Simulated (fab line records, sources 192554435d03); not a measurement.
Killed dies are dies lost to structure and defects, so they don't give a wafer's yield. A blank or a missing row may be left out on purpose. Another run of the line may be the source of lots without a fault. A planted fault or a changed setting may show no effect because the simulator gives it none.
fab line records | flow n5_finfet
record: lots: 12 wafers: 33 last_day: 18
route steps=1938 shown BEOL_M6@1252 BEOL_M7@1264
lots that met no fault: from a run of the same line without faults
start_h: the number of hours between the record's first day and the start of the first shown wafer of the lot | wait_h: time in hours since the lot's previous step | " same as the row above | L1.1+2: several wafers, shown together as one row | - either no value or no given start | * or withheld: withheld | < > ~ a bound
route shown NAME@n: NAME is a module with steps in the file, n the number in the route of the first one | usual: the fault-free wafers' mean and standard deviation | same: alike in all rows | chamber/n: place in a boat | sites: readings site by site | _std_site: standard deviation of those values | _edge_site: outer sites' mean less inner sites' | radius_mm: how far each site lies from the wafer's centre | mask NAME#n: copy n | behind: the tool/chamber that last shaped the wafer | hold: cause of the lot's hold/its duration in hours/its outcome | device: the n, p or np transistor that did not switch | end of line: the route-end tests of the same wafers | a step given without rows: its recipe and nothing more | killed: dies that structure and defects cost at the first sort, which is not the same as the wafer's yield | map: per-die view of a wafer (x killed, . not killed, _ where there is no die)
set.NAME: the setting that was run; set.NAME@STEP: the one run at that earlier step | model.NAME: the simulator's own value behind a step, which no gauge read
one table for each step of the route and one row for each wafer, over a sample of lots
services: when a tool's chamber went out of use (start_h, in hours from the record's first day, below 0 if earlier), for how many hours, and the reason
== steps ==
step: N5_BEOL_M6_SURFACE_TREAT_79
recipe: gas: Ar time_s: * ion_energy_ev: * ion_current_ma_cm2: 0.5 pressure_mtorr: * ar_flow_sccm: 30
usual: throttle_valve_pct: *
columns lot.wafer tool chamber start_h wait_h throttle_valve_pct
L975.2 pvd_sputter-02 - 195.39 0.3 *
L975.3 " - " " *
L975.5 " - " " *
L977.1 pvd_sputter-01 - 198.18 1.8 *
L977.2 " - " " *
L977.5 " - " " *
L979.1 pvd_sputter-03 - 207.67 0.2 *
L979.5 " - " " *
L981.2 pvd_sputter-02 - 226.12 0.2 *
L981.3 " - " " *
L981.4 " - " " *
L986.1 pvd_sputter-03 - 247.47 0.4 *
L986.4 " - " " *
L986.5 " - " " *
L988.2 pvd_sputter-03 - 256.31 0.3 *
L988.4 " - " " *
L988.5 " - " " *
L987.2 pvd_sputter-03 - 256.79 0.2 *
L987.3 " - " " *
L987.6 " - " " *
L992.2 pvd_sputter-02 - 297.78 1.7 *
L992.3 " - " " *
L992.5 " - " " *
L994.1 pvd_sputter-01 - 298.65 0.2 *
L994.2 " - " " *
L994.3 " - " " *
L996.2 pvd_sputter-02 - 305.12 0.4 *
L996.3 " - " " *
L996.4 " - " " *
L997.2 pvd_sputter-02 - 327.35 0.2 *
L997.3 " - " " *
L998.2 pvd_sputter-02 - 332.96 0.2 *
L998.6 " - " " *
step: N5_BEOL_M6_RS_MEAS_57
recipe: thk_meas_gauge: four-point-probe reads: Cu_of_BEOL_M6_ECD_50+Co_of_BEOL_M6_CVD_78+TaN_of_BEOL_M6_ALD_77
usual: M6_RS: 0.286/0.014
columns lot.wafer tool chamber start_h wait_h M6_RS[ohm/sq]
L975.2 film_metro-02 - 196.83 0.1 0.270
L975.3 " - " " 0.273
L975.5 " - " " 0.270
L977.1 film_metro-02 - 199.50 0.1 0.298
L977.2 " - " " 0.264
L977.5 " - " " 0.308
L979.1 film_metro-02 - 208.84 0.1 0.263
L979.5 " - " " 0.277
L981.2 film_metro-01 - 227.29 0.1 0.266
L981.3 " - " " 0.270
L981.4 " - " " 0.309
L986.1 film_metro-01 - 249.00 0.1 0.288
L986.4 " - " " 0.289
L986.5 " - " " 0.293
L988.2 film_metro-01 - 257.57 0.1 0.288
L988.4 " - " " 0.278
L988.5 " - " " 0.277
L987.2 film_metro-01 - 258.44 0.1 0.278
L987.3 " - " " 0.309
L987.6 " - " " 0.310
L992.2 film_metro-01 - 299.43 0.1 0.276
L992.3 " - " " 0.274
L992.5 " - " " 0.278
L994.1 film_metro-01 - 299.79 0.1 0.280
L994.2 " - " " 0.277
L994.3 " - " " 0.311
L996.2 film_metro-01 - 306.73 0.1 0.326
L996.3 " - " " 0.281
L996.4 " - " " 0.321
L997.2 film_metro-01 - 328.93 0.1 0.279
L997.3 " - " " 0.269
L998.2 film_metro-02 - 334.91 0.1 0.271
L998.6 " - " " 0.278
step: N5_BEOL_M7_CURE_74
recipe: temp_c: 385 time_s: 240 ambient: He/Ar material: SiCOH_lowk
usual: lamp_power_pct: 52.31/0.053 wafer_temp_C_max: 386.9/0.68
columns lot.wafer tool chamber start_h wait_h lamp_power_pct wafer_temp_C_max
L975.2 uv_cure-03 1 197.27 0.4 52.31 386.6
L975.3 " 1 " " 52.31 386.0
L975.5 " 1 " " 52.31 386.2
L977.1 uv_cure-01 0 199.63 0.0 52.26 386.7
L977.2 " 0 " " 52.30 386.5
L977.5 " 0 " " 52.30 386.2
L979.1 uv_cure-01 0 208.98 0.1 52.35 386.7
L979.5 " 0 " " 52.29 386.7
L981.2 uv_cure-02 0 227.50 0.1 52.27 387.2
L981.3 " 0 " " 52.33 387.1
L981.4 " 0 " " 52.35 387.3
L986.1 uv_cure-01 1 249.31 0.2 52.29 387.6
L986.4 " 1 " " 52.32 388.1
L986.5 " 1 " " 52.36 387.6
L988.2 uv_cure-01 0 257.96 0.3 52.20 386.7
L988.4 " 0 " " 52.30 386.4
L988.5 " 0 " " 52.24 386.8
L987.2 uv_cure-03 0 258.64 0.1 52.28 387.6
L987.3 " 0 " " 52.35 386.9
L987.6 " 0 " " 52.38 386.9
L992.2 uv_cure-03 1 299.66 0.1 52.33 386.0
L992.3 " 1 " " 52.32 386.1
L992.5 " 1 " " 52.24 385.9
L994.1 uv_cure-01 0 299.91 0.0 52.21 386.8
L994.2 " 0 " " 52.35 386.1
L994.3 " 0 " " 52.41 386.6
L996.2 uv_cure-03 2 306.94 0.1 52.28 387.0
L996.3 " 2 " " 52.34 388.2
L996.4 " 2 " " 52.23 386.9
L997.2 uv_cure-02 2 329.24 0.2 52.36 386.6
L997.3 " 2 " " 52.33 387.3
L998.2 uv_cure-01 0 335.13 0.1 52.23 387.3
L998.6 " 0 " " 52.20 385.8
step: N5_BEOL_M7_ETCH_61
recipe: chemistry: CF4 target: SiARC target_depth_a: 455 mask_material: CAR-ArF time_s: 75.8 ion_energy_ev: 80 pressure_mtorr: 40 source_w: 545 bias_w: 36 Ar_flow_sccm: 100 cf4_flow_sccm: 100 ends: cleared
usual: drypump_motor_current_A: 5.9/0.46 etch_rf_on_time_s: 78.6/2 oes_product_au: 0.65/0.075 rf_fwd_power_W: 539.7/2.2 rf_vpp_V: 184.3/1.3 showerhead_plenum_p_Torr: 2.15/0.075 throttle_valve_pct: 15.55/0.29
columns lot.wafer tool chamber start_h wait_h drypump_motor_current_A etch_rf_on_time_s oes_product_au rf_fwd_power_W rf_hours_counter_h rf_vpp_V showerhead_plenum_p_Torr throttle_valve_pct
L975.2 rie_diel-01 0 199.40 0.0 5.6 75.7 0.76 535.7 34 184.1 2.17 15.04
L975.3 " 2 " " 5.4 75.5 0.61 539.8 217 185.1 2.05 15.67
L975.5 " 1 " " 5.5 75.7 0.62 540.4 - 185.6 2.21 15.79
L977.1 rie_diel-06 1 203.24 0.0 6.4 79.7 0.74 540.6 46 182.6 2.10 15.31
L977.2 " 0 " " 6.8 80.7 0.59 543.4 198 186.1 2.19 15.62
L977.5 " 0 " " 6.8 80.8 0.58 543.8 - 184.7 2.19 15.65
L979.1 rie_diel-02 2 210.91 0.0 5.1 81.1 0.65 541.1 92 185.1 2.16 15.60
L979.5 " 1 " " 5.8 78.8 0.74 538.4 - 185.9 2.26 15.12
L981.2 rie_diel-06 2 229.70 0.0 6.1 79.3 0.59 538.9 203 183.7 2.03 16.06
L981.3 " 1 " " 6.5 78.9 0.74 541.5 50 183.4 2.09 15.32
L981.4 " 0 " " 6.8 80.8 0.58 540.6 207 185.9 2.19 15.64
L986.1 rie_diel-02 1 252.82 0.0 5.7 77.6 0.72 540.4 51 186.0 2.25 15.17
L986.4 " 3 " " 6.2 75.8 0.59 537.5 238 182.6 2.04 15.91
L986.5 " 2 " " 5.1 78.7 0.66 539.7 - 184.9 2.16 15.64
L988.2 rie_diel-02 3 261.19 0.0 6.2 63.3 0.65 669.6 241 168.8 2.03 15.91
L988.4 " 0 " " 5.8 67.5 0.63 667.8 212 173.4 2.18 15.60
L988.5 " 3 " " 6.2 63.3 0.65 668.7 - 170.2 2.03 15.90
L987.2 rie_diel-02 0 261.45 0.0 5.8 67.4 0.63 667.3 212 171.0 2.18 15.59
L987.3 " 3 " " 6.2 63.6 0.65 666.5 241 169.6 2.03 15.91
L987.6 " 0 " " 5.8 67.8 0.63 670.0 - 170.9 2.18 15.61
L992.2 rie_diel-01 3 302.36 0.0 6.0 78.8 0.80 543.6 6 186.4 2.27 15.19
L992.3 " 0 " " 5.6 76.1 0.71 538.8 72 183.3 2.16 15.12
L992.5 " 1 " " 5.5 75.4 0.60 537.7 - 184.5 2.20 15.86
L994.1 rie_diel-06 2 302.93 0.0 6.1 78.6 0.57 539.6 224 182.0 2.03 16.10
L994.2 " 3 " " 5.8 79.5 0.71 536.4 70 183.4 2.09 15.52
L994.3 " 0 " " 6.8 80.2 0.57 542.5 229 185.3 2.18 15.70
L996.2 rie_diel-06 1 308.73 0.0 6.5 78.5 0.71 542.6 74 183.6 2.09 15.39
L996.3 " 3 " " 5.8 79.7 0.69 541.6 72 182.7 2.09 15.52
L996.4 " 0 " " 6.8 80.1 0.57 542.2 - 185.3 2.18 15.70
L997.2 rie_diel-01 2 332.36 0.0 5.4 75.2 0.85 541.3 3 187.4 2.29 15.20
L997.3 " 3 " " 6.1 78.3 0.77 541.4 15 185.9 2.27 15.20
L998.2 rie_diel-01 1 337.75 0.0 5.5 76.9 0.59 543.9 241 184.0 2.19 15.89
L998.6 " 0 " " 5.6 77.3 0.69 539.0 - 184.5 2.15 15.13
== services ==
columns tool chamber start_h hours kind
rie_diel-02 1 176.33 5.3 repair
rie_diel-01 3 198.80 7.3 repair
rie_diel-01 3 211.77 18.5 repair
uv_cure-01 - 216.13 1.7 repair
uv_cure-02 - 253.89 2.1 pm
uv_cure-01 - 260.34 14.6 pm
rie_diel-01 3 268.96 - clean
rie_diel-01 3 268.96 - consumable_replace:focus_ring
rie_diel-01 3 268.96 - consumable_replace:showerhead
rie_diel-01 3 268.96 16.1 scheduled_down
rie_diel-01 3 268.96 16.1 vent_cycle
rie_diel-02 3 289.51 - clean
rie_diel-02 3 289.51 - consumable_replace:focus_ring
rie_diel-02 3 289.51 - consumable_replace:showerhead
rie_diel-02 3 289.51 19.7 scheduled_down
rie_diel-02 3 289.51 19.7 vent_cycle
rie_diel-01 2 294.63 - clean
rie_diel-01 2 294.63 - consumable_replace:focus_ring
rie_diel-01 2 294.63 - consumable_replace:showerhead
uv_cure-02 - 307.17 14.6 pm
rie_diel-06 2 307.54 9.9 repair
uv_cure-01 - 317.44 7.5 pm
uv_cure-02 - 323.12 4.5 pm
rie_diel-06 3 329.67 5.2 repair
== key ==
first_sign: step: N5_BEOL_M7_ETCH_61 reading: rf_fwd_power_W direction: up sigmas: 59 usual: * struck: *
effect: step: N5_BEOL_M7_ETCH_61 reading: rf_vpp_V direction: down sigmas: 10 usual: 184.3 struck: 170.6
met_at N5_BEOL_M7_ETCH_61
struck_lots L987,L988
not_acting_at N5_BEOL_M6_SURFACE_TREAT_79,N5_BEOL_M6_RS_MEAS_57,N5_BEOL_M7_CURE_74
onset_between 252.82 261.19
fault: kind: process_parameter_drift tool: rie_diel-02 chamber: - onset_h: 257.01 steps: N5_BEOL_M7_ETCH_61 channel: source_w offset: 130.8 shape: step end_h: 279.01 acts_in: these_recipes_only stated: 545
